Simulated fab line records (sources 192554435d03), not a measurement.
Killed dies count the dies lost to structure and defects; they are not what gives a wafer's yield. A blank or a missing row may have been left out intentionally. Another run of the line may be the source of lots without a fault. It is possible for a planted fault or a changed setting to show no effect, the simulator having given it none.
fab line records | flow n5_finfet
[record] lots = 5 wafers = 15 last_day = 18
route steps=1938 shown BEOL_M4@1079
lots with no fault: from the same line, run without faults
start_h: hours from the record's opening day to when the first of the lot's shown wafers began | wait_h: hours from the lot's prior step to this one | " as in the row above | L1.1+2: one row covering several wafers at once | - no value, or no start given | * or withheld: withheld | < > ~ a bound
route shown NAME@n: NAME is a module with steps in the file, n the number in the route of the first one | usual: mean and standard deviation over wafers with no fault | same: alike in all rows | chamber/n: place in a boat | sites: per-site readings | _std_site: the standard deviation of these | _edge_site: the outer-site mean with the inner-site mean subtracted | radius_mm: how far each site lies from the wafer's centre | mask NAME#n: copy n | behind: the tool/chamber that last shaped the wafer | hold: why the lot went on hold/how many hours it stayed there/how the hold came to an end | device: the transistor (n, p or np) that didn't switch | end of line: tests run on the same wafers once the route is complete | a step given without rows: its recipe and nothing more | killed: dies that structure and defects cost at the first sort, which is not the same as the wafer's yield | map: a wafer's dies, x killed, . not, _ none there
set.NAME: the run value of the setting; set.NAME@STEP: its run value at that earlier step | model.NAME: the simulator's own value behind a step, which no gauge read
lots seen at some steps along the route; tables by step, rows by wafer
services: a tool's chamber out of use, with start hour (start_h, from the record's first day; less than 0 if before it), hours out, and reason
[[steps]]
[step N5_BEOL_M4_DEGAS_44]
[recipe] ambient = vacuum temp_c = 250 time_s = 60
[usual] heater_power_w = 323/26
// columns lot.wafer tool chamber start_h wait_h heater_power_w
L075.3 pvd_sputter-03 - 194.01 0.1 297
L075.4 " - " " 371
L075.5 " - " " 334
L081.3 pvd_sputter-03 - 265.92 0.0 291
L081.4 " - " " 381
L081.5 " - " " 379
L083.1 pvd_sputter-03 - 277.48 0.0 283
L083.4 " - " " 340
L083.5 " - " " 297
L076.1 pvd_sputter-03 - 302.82 0.0 319
L076.2 " - " " 286
L076.5 " - " " 325
L090.1 pvd_sputter-02 - 310.66 0.4 317
L090.3 " - " " 322
L090.5 " - " " 299
[step N5_BEOL_M4_PRE_CLEAN_45]
[recipe] gas = H2/He time_s = 30 temp_c = 250
[usual] heater_power_w = 323/27
// columns lot.wafer tool chamber start_h wait_h heater_power_w
L075.3 pvd_sputter-03 - 194.05 0.0 281
L075.4 " - " " 373
L075.5 " - " " 334
L081.3 pvd_sputter-03 - 265.96 0.0 293
L081.4 " - " " 375
L081.5 " - " " 377
L083.1 pvd_sputter-03 - 277.52 0.0 286
L083.4 " - " " 340
L083.5 " - " " 291
L076.1 pvd_sputter-03 - 302.86 0.0 309
L076.2 " - " " 292
L076.5 " - " " 338
L090.1 pvd_sputter-02 - 310.70 0.0 317
L090.3 " - " " 330
L090.5 " - " " 301
[step N5_BEOL_M4_ALD_84]
[recipe] material = TaN target_thk_a = * temp_c = 275 ald_precursor_family = PDMAT ald_co_reactant = NH3 pressure_torr = 3 carrier_flow_sccm = 1500 pulse_time_s = 2 purge_time_s = 3 co_reactant_purge_time_s = 2 co_reactant_pulse_time_s = 3 ald_cycles = 30 precursor_vessel_temp_c = 75 precursor_vessel_pressure_torr = 26.25 precursor_vessel_carrier_sccm = 1000
[usual] heater_power_w = 405/40 precursor_vessel_pressure_torr = 26.25/0.056 precursor_vessel_temp_c = 75.01/0.12
[same] co_reactant_pulse_time_s = 3
// columns lot.wafer tool chamber start_h wait_h heater_power_w precursor_vessel_pressure_torr precursor_vessel_temp_c since_wet_clean_h
L075.3 ald_metal-01 3 194.11 0.0 364 26.30 74.94 6011
L075.4 " 0 " " 391 26.19 75.11 6011
L075.5 " 1 " " 439 26.26 75.05 -
L081.3 ald_metal-03 0 266.03 0.0 373 26.27 74.89 3006
L081.4 " 2 " " 414 26.20 74.89 3006
L081.5 " 2 " " 414 26.30 75.15 -
L083.1 ald_metal-03 2 277.58 0.0 410 26.19 75.25 3017
L083.4 " 1 " " 415 26.23 75.13 3017
L083.5 " 2 " " 409 26.29 75.07 -
L076.1 ald_metal-02 1 302.92 0.0 454 26.25 74.97 1504
L076.2 " 2 " " 420 26.24 75.05 1504
L076.5 " 3 " " 428 26.28 75.06 -
L090.1 ald_metal-03 3 310.76 0.0 352 26.22 74.72 3051
L090.3 " 0 " " 379 26.26 74.98 3051
L090.5 " 3 " " 338 26.18 74.99 -
[step N5_BEOL_M4_SURFACE_TREAT_85]
[recipe] gas = Ar time_s = * ion_energy_ev = * ion_current_ma_cm2 = 0.5 pressure_mtorr = * ar_flow_sccm = 30
[usual] pressure_mtorr = * throttle_valve_pct = *
// columns lot.wafer tool chamber start_h wait_h pressure_mtorr throttle_valve_pct
L075.3 pvd_sputter-03 - 194.36 0.1 * *
L075.4 " - " " * *
L075.5 " - " " * *
L081.3 pvd_sputter-03 - 266.25 0.1 * *
L081.4 " - " " * *
L081.5 " - " " * *
L083.1 pvd_sputter-01 - 278.83 1.1 * *
L083.4 " - " " * *
L083.5 " - " " * *
L076.1 pvd_sputter-02 - 303.21 0.2 * *
L076.2 " - " " * *
L076.5 " - " " * *
L090.1 pvd_sputter-02 - 311.12 0.2 * *
L090.3 " - " " * *
L090.5 " - " " * *
[step N5_BEOL_M4_CVD_47]
[recipe] material = Co target_thk_a = 30 temp_c = withheld precursor = CCTBA/H2 pressure_torr = 30 time_s = 223.8
// columns lot.wafer tool chamber start_h wait_h since_wet_clean_h
L075.3 cvd_co-02 2 194.42 0.0 275
L075.4 " 2 " " -
L075.5 " 1 " " -
L081.3 cvd_co-01 1 266.31 0.0 130
L081.4 " 1 " " -
L081.5 " 2 " " -
L083.1 cvd_co-02 2 278.89 0.0 359
L083.4 " 1 " " -
L083.5 " 2 " " -
L076.1 cvd_co-02 1 303.73 0.5 1282
L076.2 " 2 " " 384
L076.5 " 2 " " -
L090.1 cvd_co-02 0 311.41 0.3 853
L090.3 " 2 " " 392
L090.5 " 2 " " -
[step N5_BEOL_M4_SPUTTER_48]
[recipe] material = Cu target_thk_a = 45 temp_c = -20 chamber_pressure_pa = 0.07 power_w = withheld time_s = 8.29
[usual] throttle_valve_pct = 30.2/0.71
// columns lot.wafer tool chamber start_h wait_h throttle_valve_pct
L075.3 pvd_sputter-03 - 194.58 0.1 31.0
L075.4 " - " " 29.5
L075.5 " - " " 31.0
L081.3 pvd_sputter-03 - 266.49 0.1 29.6
L081.4 " - " " 29.8
L081.5 " - " " 29.3
L083.1 pvd_sputter-01 - 279.05 0.1 29.4
L083.4 " - " " 31.1
L083.5 " - " " 31.1
L076.1 pvd_sputter-02 - 303.94 0.1 30.7
L076.2 " - " " 29.1
L076.5 " - " " 30.5
L090.1 pvd_sputter-01 - 312.94 1.5 30.9
L090.3 " - " " 30.9
L090.5 " - " " 29.5
[step N5_BEOL_M4_ANNEAL_49]
[recipe] temp_c = 400 time_s = 240 ambient = vacuum
[usual] heater_power_w = 813/66
// columns lot.wafer tool chamber start_h wait_h heater_power_w
L075.3 pvd_sputter-03 - 194.66 0.0 720
L075.4 " - " " 767
L075.5 " - " " 748
L081.3 pvd_sputter-03 - 266.57 0.0 922
L081.4 " - " " 843
L081.5 " - " " 925
L083.1 pvd_sputter-01 - 279.13 0.0 762
L083.4 " - " " 810
L083.5 " - " " 891
L076.1 pvd_sputter-02 - 304.02 0.0 795
L076.2 " - " " 746
L076.5 " - " " 783
L090.1 pvd_sputter-01 - 313.02 0.0 793
L090.3 " - " " 901
L090.5 " - " " 872
[step N5_BEOL_M4_SPUTTER_79]
[recipe] material = Cu target_thk_a = 45 temp_c = -20 chamber_pressure_pa = 0.07 power_w = withheld time_s = 8.29
[usual] throttle_valve_pct = 30.2/0.74
// columns lot.wafer tool chamber start_h wait_h throttle_valve_pct
L075.3 pvd_sputter-03 - 194.80 0.1 31.0
L075.4 " - " " 29.4
L075.5 " - " " 31.1
L081.3 pvd_sputter-03 - 266.71 0.1 29.6
L081.4 " - " " 30.3
L081.5 " - " " 29.5
L083.1 pvd_sputter-01 - 279.27 0.1 29.4
L083.4 " - " " 31.0
L083.5 " - " " 31.1
L076.1 pvd_sputter-02 - 304.16 0.1 31.0
L076.2 " - " " 29.0
L076.5 " - " " 30.5
L090.1 pvd_sputter-01 - 313.16 0.1 30.7
L090.3 " - " " 31.1
L090.5 " - " " 29.4
[step N5_BEOL_M4_ANNEAL_80]
[recipe] temp_c = 400 time_s = 240 ambient = vacuum
[usual] heater_power_w = 812/65
// columns lot.wafer tool chamber start_h wait_h heater_power_w
L075.3 pvd_sputter-03 - 194.88 0.0 726
L075.4 " - " " 776
L075.5 " - " " 727
L081.3 pvd_sputter-03 - 266.79 0.0 930
L081.4 " - " " 855
L081.5 " - " " 930
L083.1 pvd_sputter-01 - 279.35 0.0 751
L083.4 " - " " 777
L083.5 " - " " 900
L076.1 pvd_sputter-02 - 304.24 0.0 804
L076.2 " - " " 724
L076.5 " - " " 787
L090.1 pvd_sputter-01 - 313.24 0.0 828
L090.3 " - " " 901
L090.5 " - " " 855
[step N5_BEOL_M4_SPUTTER_81]
[recipe] material = Cu target_thk_a = 45 temp_c = -20 chamber_pressure_pa = 0.07 power_w = withheld time_s = 8.29
[usual] throttle_valve_pct = 30.2/0.75
// columns lot.wafer tool chamber start_h wait_h throttle_valve_pct
L075.3 pvd_sputter-03 - 195.02 0.1 31.0
L075.4 " - " " 29.7
L075.5 " - " " 31.0
L081.3 pvd_sputter-03 - 266.93 0.1 29.5
L081.4 " - " " 30.2
L081.5 " - " " 29.2
L083.1 pvd_sputter-01 - 279.49 0.1 29.4
L083.4 " - " " 31.1
L083.5 " - " " 31.2
L076.1 pvd_sputter-02 - 304.38 0.1 31.0
L076.2 " - " " 29.0
L076.5 " - " " 30.6
L090.1 pvd_sputter-01 - 313.38 0.1 30.8
L090.3 " - " " 31.2
L090.5 " - " " 29.4
[step N5_BEOL_M4_ANNEAL_82]
[recipe] temp_c = 400 time_s = 240 ambient = vacuum
[usual] heater_power_w = 813/66
// columns lot.wafer tool chamber start_h wait_h heater_power_w
L075.3 pvd_sputter-03 - 195.10 0.0 708
L075.4 " - " " 765
L075.5 " - " " 728
L081.3 pvd_sputter-03 - 267.01 0.0 942
L081.4 " - " " 846
L081.5 " - " " 926
L083.1 pvd_sputter-01 - 279.57 0.0 742
L083.4 " - " " 794
L083.5 " - " " 894
L076.1 pvd_sputter-02 - 304.46 0.0 788
L076.2 " - " " 712
L076.5 " - " " 784
L090.1 pvd_sputter-01 - 313.46 0.0 815
L090.3 " - " " 886
L090.5 " - " " 869
[step N5_BEOL_M4_SPUTTER_86]
[recipe] material = Cu target_thk_a = 45 temp_c = -20 chamber_pressure_pa = 0.07 power_w = withheld time_s = 8.29
[usual] throttle_valve_pct = 30.2/0.74
// columns lot.wafer tool chamber start_h wait_h throttle_valve_pct
L075.3 pvd_sputter-03 - 195.24 0.1 31.0
L075.4 " - " " 29.4
L075.5 " - " " 31.1
L081.3 pvd_sputter-03 - 267.15 0.1 29.6
L081.4 " - " " 30.0
L081.5 " - " " 29.2
L083.1 pvd_sputter-01 - 279.71 0.1 29.5
L083.4 " - " " 30.6
L083.5 " - " " 31.2
L076.1 pvd_sputter-02 - 304.60 0.1 31.1
L076.2 " - " " 29.2
L076.5 " - " " 30.8
L090.1 pvd_sputter-01 - 313.60 0.1 31.0
L090.3 " - " " 31.3
L090.5 " - " " 29.3
[step N5_BEOL_M4_ANNEAL_87]
[recipe] temp_c = 400 time_s = 240 ambient = vacuum
[usual] heater_power_w = 813/66
// columns lot.wafer tool chamber start_h wait_h heater_power_w
L075.3 pvd_sputter-03 - 195.32 0.0 721
L075.4 " - " " 771
L075.5 " - " " 733
L081.3 pvd_sputter-03 - 267.23 0.0 924
L081.4 " - " " 826
L081.5 " - " " 924
L083.1 pvd_sputter-01 - 279.79 0.0 762
L083.4 " - " " 807
L083.5 " - " " 915
L076.1 pvd_sputter-02 - 304.68 0.0 826
L076.2 " - " " 721
L076.5 " - " " 781
L090.1 pvd_sputter-01 - 313.68 0.0 802
L090.3 " - " " 886
L090.5 " - " " 848
[step N5_BEOL_M4_SPUTTER_88]
[recipe] material = Cu target_thk_a = 45 temp_c = -20 chamber_pressure_pa = 0.07 power_w = withheld time_s = 8.29
[usual] throttle_valve_pct = 30.2/0.76
// columns lot.wafer tool chamber start_h wait_h throttle_valve_pct
L075.3 pvd_sputter-03 - 195.46 0.1 31.2
L075.4 " - " " 29.9
L075.5 " - " " 31.1
L081.3 pvd_sputter-03 - 267.37 0.1 29.5
L081.4 " - " " 30.2
L081.5 " - " " 29.6
L083.1 pvd_sputter-01 - 279.93 0.1 29.0
L083.4 " - " " 30.7
L083.5 " - " " 31.2
L076.1 pvd_sputter-02 - 304.82 0.1 31.5
L076.2 " - " " 29.0
L076.5 " - " " 30.6
L090.1 pvd_sputter-01 - 313.82 0.1 30.7
L090.3 " - " " 31.2
L090.5 " - " " 29.6
[step N5_BEOL_M4_ANNEAL_89]
[recipe] temp_c = 400 time_s = 240 ambient = vacuum
[usual] heater_power_w = 814/66
// columns lot.wafer tool chamber start_h wait_h heater_power_w
L075.3 pvd_sputter-03 - 195.54 0.0 724
L075.4 " - " " 759
L075.5 " - " " 724
L081.3 pvd_sputter-03 - 267.45 0.0 949
L081.4 " - " " 827
L081.5 " - " " 929
L083.1 pvd_sputter-01 - 280.01 0.0 726
L083.4 " - " " 812
L083.5 " - " " 911
L076.1 pvd_sputter-02 - 304.90 0.0 816
L076.2 " - " " 722
L076.5 " - " " 786
L090.1 pvd_sputter-01 - 313.90 0.0 814
L090.3 " - " " 896
L090.5 " - " " 860
[step N5_BEOL_M4_SPUTTER_90]
[recipe] material = Cu target_thk_a = 45 temp_c = -20 chamber_pressure_pa = 0.07 power_w = withheld time_s = 8.29
[usual] throttle_valve_pct = 30.2/0.74
// columns lot.wafer tool chamber start_h wait_h throttle_valve_pct
L075.3 pvd_sputter-03 - 195.68 0.1 31.1
L075.4 " - " " 29.7
L075.5 " - " " 30.9
L081.3 pvd_sputter-03 - 267.59 0.1 29.4
L081.4 " - " " 30.4
L081.5 " - " " 29.4
L083.1 pvd_sputter-01 - 280.15 0.1 29.3
L083.4 " - " " 30.8
L083.5 " - " " 31.0
L076.1 pvd_sputter-02 - 305.04 0.1 31.3
L076.2 " - " " 29.4
L076.5 " - " " 30.6
L090.1 pvd_sputter-01 - 314.04 0.1 30.8
L090.3 " - " " 31.3
L090.5 " - " " 29.3
[step N5_BEOL_M4_ANNEAL_91]
[recipe] temp_c = 400 time_s = 240 ambient = vacuum
[usual] heater_power_w = 813/65
// columns lot.wafer tool chamber start_h wait_h heater_power_w
L075.3 pvd_sputter-03 - 195.76 0.0 702
L075.4 " - " " 777
L075.5 " - " " 737
L081.3 pvd_sputter-03 - 267.67 0.0 936
L081.4 " - " " 847
L081.5 " - " " 965
L083.1 pvd_sputter-01 - 280.23 0.0 740
L083.4 " - " " 806
L083.5 " - " " 882
L076.1 pvd_sputter-02 - 305.12 0.0 818
L076.2 " - " " 728
L076.5 " - " " 775
L090.1 pvd_sputter-01 - 314.12 0.0 824
L090.3 " - " " 877
L090.5 " - " " 861
[step N5_BEOL_M4_SPUTTER_92]
[recipe] material = Cu target_thk_a = 45 temp_c = -20 chamber_pressure_pa = 0.07 power_w = withheld time_s = 8.29
[usual] throttle_valve_pct = 30.2/0.75
// columns lot.wafer tool chamber start_h wait_h throttle_valve_pct
L075.3 pvd_sputter-03 - 195.90 0.1 31.1
L075.4 " - " " 29.9
L075.5 " - " " 30.8
L081.3 pvd_sputter-03 - 267.81 0.1 29.5
L081.4 " - " " 30.1
L081.5 " - " " 29.6
L083.1 pvd_sputter-01 - 280.37 0.1 29.2
L083.4 " - " " 30.9
L083.5 " - " " 31.0
L076.1 pvd_sputter-02 - 305.26 0.1 31.0
L076.2 " - " " 28.9
L076.5 " - " " 30.7
L090.1 pvd_sputter-01 - 314.26 0.1 30.9
L090.3 " - " " 31.1
L090.5 " - " " 29.5
[step N5_BEOL_M4_ANNEAL_93]
[recipe] temp_c = 400 time_s = 240 ambient = vacuum
[usual] heater_power_w = 812/66
// columns lot.wafer tool chamber start_h wait_h heater_power_w
L075.3 pvd_sputter-03 - 195.98 0.0 696
L075.4 " - " " 773
L075.5 " - " " 715
L081.3 pvd_sputter-03 - 267.89 0.0 948
L081.4 " - " " 845
L081.5 " - " " 937
L083.1 pvd_sputter-01 - 280.45 0.0 749
L083.4 " - " " 823
L083.5 " - " " 883
L076.1 pvd_sputter-02 - 305.34 0.0 797
L076.2 " - " " 735
L076.5 " - " " 765
L090.1 pvd_sputter-01 - 314.34 0.0 814
L090.3 " - " " 882
L090.5 " - " " 865
[step N5_BEOL_M4_SPUTTER_94]
[recipe] material = Cu target_thk_a = 45 temp_c = -20 chamber_pressure_pa = 0.07 power_w = withheld time_s = 8.29
[usual] throttle_valve_pct = 30.2/0.72
// columns lot.wafer tool chamber start_h wait_h throttle_valve_pct
L075.3 pvd_sputter-03 - 196.12 0.1 31.1
L075.4 " - " " 29.7
L075.5 " - " " 31.0
L081.3 pvd_sputter-03 - 268.03 0.1 29.7
L081.4 " - " " 30.2
L081.5 " - " " 29.4
L083.1 pvd_sputter-01 - 280.59 0.1 29.4
L083.4 " - " " 30.7
L083.5 " - " " 31.3
L076.1 pvd_sputter-02 - 305.48 0.1 31.0
L076.2 " - " " 29.1
L076.5 " - " " 30.8
L090.1 pvd_sputter-01 - 314.48 0.1 30.9
L090.3 " - " " 31.3
L090.5 " - " " 29.5
[step N5_BEOL_M4_ANNEAL_95]
[recipe] temp_c = 400 time_s = 240 ambient = vacuum
[usual] heater_power_w = 813/65
// columns lot.wafer tool chamber start_h wait_h heater_power_w
L075.3 pvd_sputter-03 - 196.20 0.0 714
L075.4 " - " " 750
L075.5 " - " " 724
L081.3 pvd_sputter-03 - 268.11 0.0 912
L081.4 " - " " 836
L081.5 " - " " 926
L083.1 pvd_sputter-01 - 280.67 0.0 734
L083.4 " - " " 827
L083.5 " - " " 916
L076.1 pvd_sputter-02 - 305.56 0.0 797
L076.2 " - " " 728
L076.5 " - " " 779
L090.1 pvd_sputter-01 - 314.56 0.0 806
L090.3 " - " " 886
L090.5 " - " " 889
[step N5_BEOL_M4_SPUTTER_96]
[recipe] material = Cu target_thk_a = 45 temp_c = -20 chamber_pressure_pa = 0.07 power_w = withheld time_s = 8.29
[usual] throttle_valve_pct = 30.2/0.73
// columns lot.wafer tool chamber start_h wait_h throttle_valve_pct
L075.3 pvd_sputter-03 - 196.34 0.1 31.0
L075.4 " - " " 29.8
L075.5 " - " " 31.2
L081.3 pvd_sputter-03 - 268.25 0.1 29.4
L081.4 " - " " 30.2
L081.5 " - " " 29.6
L083.1 pvd_sputter-01 - 280.81 0.1 29.4
L083.4 " - " " 31.0
L083.5 " - " " 30.8
L076.1 pvd_sputter-02 - 305.70 0.1 31.2
L076.2 " - " " 29.2
L076.5 " - " " 30.5
L090.1 pvd_sputter-01 - 314.70 0.1 30.7
L090.3 " - " " 31.0
L090.5 " - " " 29.3
[step N5_BEOL_M4_ECD_50]
[recipe] material = Cu target_thk_a = 3000
// columns lot.wafer tool chamber start_h wait_h
L075.3+4+5 ecd_cu-01 0,1,0 196.47 0.1
L081.3+4+5 ecd_cu-01 1,0,1 268.38 0.1
L083.1+4+5 ecd_cu-01 1,1,0 280.93 0.1
L076.1+2+5 ecd_cu-02 0,1,0 305.83 0.1
L090.1+3+5 ecd_cu-01 1 314.81 0.1
[step N5_BEOL_M4_ANNEAL_51]
[recipe] temp_c = 225 time_s = 90 ambient = N2
[usual] wafer_temp_C_max = 226.03/0.28
// columns lot.wafer tool chamber start_h wait_h wafer_temp_C_max
L075.3 rtp_anneal-02 0 196.62 0.1 225.83
L075.4 " 0 " " 226.22
L075.5 " 0 " " 226.24
L081.3 rtp_anneal-02 0 268.53 0.1 225.76
L081.4 " 0 " " 225.68
L081.5 " 0 " " 225.44
L083.1 rtp_anneal-01 0 281.01 0.1 226.69
L083.4 " 0 " " 226.58
L083.5 " 0 " " 226.27
L076.1 rtp_anneal-01 0 305.91 0.1 225.96
L076.2 " 0 " " 226.06
L076.5 " 0 " " 226.39
L090.1 rtp_anneal-02 0 314.89 0.1 225.55
L090.3 " 0 " " 225.83
L090.5 " 0 " " 226.34
[step N5_BEOL_M4_CMP_52]
[recipe] stop_on = SiOC t_overpolish_s = 6.8 down_force_psi = 1 platen_rpm = 50 clearing_platen_down_force_psi = 1.5 clearing_platen_rpm = 50 post_cmp_clean = cu_alkaline target_thk_nm = 40 clearing_platen_pad_velocity_m_s = 0.99484 pad_velocity_m_s = 0.99484
[usual] barrier_field_endpoint_s = 24.5/0.7 motor_current_A = 6.2/0.35 overpolish_run_s = 6.799/0.0095 time_to_endpoint_s = 61/3.2
// columns lot.wafer tool chamber start_h wait_h barrier_field_endpoint_s motor_current_A overpolish_run_s time_to_endpoint_s
L075.4 cmp-02 3 196.91 0.2 25.1 6.4 6.808 61
L075.3 " 0 " " 24.5 6.2 6.786 62
L075.5 " 2 " " 26.1 6.6 6.795 68
L081.3 cmp-03 2 268.78 0.2 25.2 6.0 6.813 61
L081.4 " 0 " " 25.9 5.6 6.816 65
L081.5 " 2 " " 25.3 6.1 6.807 62
L083.1 cmp-01 0 281.34 0.3 24.5 6.0 6.805 64
L083.4 " 1 " " 24.6 6.1 6.803 61
L083.5 " 3 " " 25.3 6.0 6.781 66
L076.2 cmp-03 3 306.34 0.3 24.9 6.2 6.805 61
L076.1 " 0 " " 25.5 5.3 6.787 66
L076.5 " 2 " " 24.8 6.2 6.809 62
L090.1 cmp-01 3 315.23 0.3 24.2 6.0 6.788 64
L090.3 " 1 " " 23.5 5.9 6.804 59
L090.5 " 2 " " 23.9 6.2 6.799 60
[step N5_BEOL_M4_THK_MEAS_53]
[recipe] thk_meas_gauge = xrf reads = Cu_of_BEOL_M4_ECD_50
[usual] M4_THK = 39.9/1.5
// columns lot.wafer tool chamber start_h wait_h M4_THK[nm]
L075.3 film_metro-02 - 197.13 - 37.3
L075.4 " - " " 40.7
L075.5 " - " " 40.6
L081.3 film_metro-01 - 269.04 - 40.4
L081.4 " - " " 40.8
L081.5 " - " " 39.6
L083.1 film_metro-01 - 281.60 - 39.3
L083.4 " - " " 38.3
L083.5 " - " " 43.2
L076.1 film_metro-01 - 306.56 - 42.3
L076.2 " - " " 37.9
L076.5 " - " " 38.5
L090.1 film_metro-01 - 315.48 - 40.5
L090.3 " - " " 40.6
L090.5 " - " " 40.6
[step N5_BEOL_M4_PRE_CLEAN_60]
[recipe] gas = NH3/H2 time_s = 15 temp_c = * rf_power_w = 300
[usual] heater_power_w = 87/8.5
// columns lot.wafer tool chamber start_h wait_h heater_power_w since_wet_clean_h
L075.3 cvd_co-01 0 197.17 0.0 80 957
L075.4 " 2 " " 92 -
L075.5 " 0 " " 79 -
L081.3 cvd_co-02 1 269.07 0.0 100 1248
L081.4 " 2 " " 76 -
L081.5 " 0 " " 94 -
L083.1 cvd_co-02 2 281.64 0.0 77 362
L083.4 " 2 " " 73 -
L083.5 " 1 " " 100 -
L076.1 cvd_co-02 0 306.60 0.0 95 848
L076.2 " 2 " " 77 387
L076.5 " 2 " " 76 -
L090.1 cvd_co-02 1 315.52 0.0 99 1294
L090.3 " 2 " " 76 -
L090.5 " 1 " " 98 -
[step N5_BEOL_M4_CO_CAP_55]
[recipe] material = Co target_thk_a = 20 temp_c = 200 precursor = CCTBA/H2 pressure_torr = 30 time_s = 102.1
[usual] heater_power_w = 238/11
// columns lot.wafer tool chamber start_h wait_h heater_power_w since_wet_clean_h
L075.3 cvd_co-01 0 197.21 0.0 229 957
L075.4 " 2 " " 246 -
L075.5 " 0 " " 229 -
L081.3 cvd_co-02 1 269.11 0.0 252 1248
L081.4 " 2 " " 227 -
L081.5 " 0 " " 246 -
L083.1 cvd_co-02 2 281.68 0.0 225 362
L083.4 " 2 " " 227 -
L083.5 " 1 " " 254 -
L076.1 cvd_co-02 0 306.64 0.0 250 848
L076.2 " 2 " " 224 387
L076.5 " 2 " " 220 -
L090.1 cvd_co-02 1 315.58 0.0 256 1294
L090.3 " 2 " " 223 -
L090.5 " 1 " " 249 -
[step N5_BEOL_M4_PRE_CLEAN_56]
[recipe] gas = NH3 time_s = 15 temp_c = withheld rf_power_w = 300
// columns lot.wafer tool chamber start_h wait_h since_wet_clean_h
L075.3 pecvd-02 2 197.30 0.1 510
L075.4 " 1 " " -
L075.5 " 0 " " -
L081.3 pecvd-01 0 269.20 0.1 973
L081.4 " 2 " " -
L081.5 " 1 " " -
L083.1 pecvd-02 0 281.77 0.1 1348
L083.4 " 2 " " -
L083.5 " 0 " " -
L076.1 pecvd-01 0 306.73 0.1 1011
L076.2 " 2 " " 257
L076.5 " 2 " " -
L090.1 pecvd-01 1 315.71 0.1 1745
L090.3 " 0 " " 1020
L090.5 " 1 " " -
[step N5_BEOL_M4_DEP_57]
[recipe] material = SiCN target_thk_a = 80 temp_c = withheld precursor = 3MS/NH3 pressure_torr = 3 rf_w = 202 time_s = 14
[usual] showerhead_plenum_p_Torr = 3.664/0.014 throttle_valve_pct = 9.0/0.48
// columns lot.wafer tool chamber start_h wait_h showerhead_plenum_p_Torr since_wet_clean_h throttle_valve_pct
L075.3 pecvd-02 2 197.32 0.0 3.672 510 9.0
L075.4 " 1 " " 3.688 - 9.9
L075.5 " 0 " " 3.631 - 9.0
L081.3 pecvd-01 0 269.23 0.0 3.668 973 8.9
L081.4 " 2 " " 3.657 - 9.1
L081.5 " 1 " " 3.673 - 8.1
L083.1 pecvd-02 0 281.79 0.0 3.639 1348 9.2
L083.4 " 2 " " 3.684 - 9.0
L083.5 " 0 " " 3.640 - 9.1
L076.1 pecvd-01 0 306.77 0.0 3.661 1011 9.1
L076.2 " 2 " " 3.661 257 8.7
L076.5 " 2 " " 3.658 - 8.9
L090.1 pecvd-01 1 315.73 0.0 3.668 1745 8.1
L090.3 " 0 " " 3.652 1020 9.0
L090.5 " 1 " " 3.648 - 8.1
[step N5_BEOL_M4_RS_MEAS_58]
[recipe] thk_meas_gauge = four-point-probe reads = Co_of_BEOL_M4_CO_CAP_55+Cu_of_BEOL_M4_ECD_50+Co_of_BEOL_M4_CVD_47+TaN_of_BEOL_M4_ALD_84
[usual] M4_RS = 0.68/0.034
// columns lot.wafer tool chamber start_h wait_h M4_RS[ohm/sq]
L075.3 film_metro-01 - 197.39 0.1 0.74
L075.4 " - " " 0.66
L075.5 " - " " 0.66
L081.3 film_metro-02 - 269.30 0.1 0.67
L081.4 " - " " 0.66
L081.5 " - " " 0.68
L083.1 film_metro-01 - 281.86 0.0 0.68
L083.4 " - " " 0.71
L083.5 " - " " 0.60
L076.1 film_metro-01 - 306.85 0.1 0.63
L076.2 " - " " 0.73
L076.5 " - " " 0.71
L090.1 film_metro-02 - 315.80 0.0 0.67
L090.3 " - " " 0.67
L090.5 " - " " 0.67
[step N5_BEOL_M4_INSPECT_59]
[recipe] inspect_instrument = darkfield mode = post_dep
[usual] raw_defect_count = 66/22
// columns lot.wafer tool chamber start_h wait_h raw_defect_count
L075.3 defect_inspect-01 - 197.42 0.0 48
L075.4 " - " " 45
L075.5 " - " " 27
L081.3 defect_inspect-02 - 269.32 0.0 62
L081.4 " - " " 70
L081.5 " - " " 52
L083.1 defect_inspect-01 - 281.89 0.0 78
L083.4 " - " " 73
L083.5 " - " " 96
L076.1 defect_inspect-01 - 306.88 0.0 70
L076.2 " - " " 59
L076.5 " - " " 61
L090.1 defect_inspect-02 - 315.82 0.0 90
L090.3 " - " " 60
L090.5 " - " " 51
[[services]]
// columns tool chamber start_h hours kind
pecvd-02 - 171.92 1.4 repair
pecvd-02 - 175.34 2.1 repair
cmp-03 - 181.07 4.2 pm
ald_metal-02 2 183.39 4.4 repair
ecd_cu-02 - 187.42 4.3 repair
cmp-03 - 187.94 1.7 repair
pvd_sputter-03 - 205.12 1.6 repair
ecd_cu-01 - 207.34 0.3 repair
cmp-03 - 220.37 0.8 repair
cvd_co-02 - 223.15 3.8 pm
ald_metal-03 1 224.18 4.7 repair
pvd_sputter-01 - 237.91 1.1 repair
cmp-01 - 251.66 1.4 repair
cmp-01 - 253.25 6.7 pm
cmp-01 - 265.31 4.0 pm
cvd_co-01 - 269.08 2.8 pm
cvd_co-02 - 271.83 6.9 pm
pecvd-01 1 274.17 12.3 repair
pecvd-01 - 275.27 0.9 repair
cvd_co-01 - 289.41 7.4 repair
pecvd-02 - 298.59 3.4 repair
cvd_co-01 - 303.92 14.6 pm
ald_metal-03 2 310.55 1.5 repair
cvd_co-02 0 312.38 18.0 repair
[[key]]
fault none
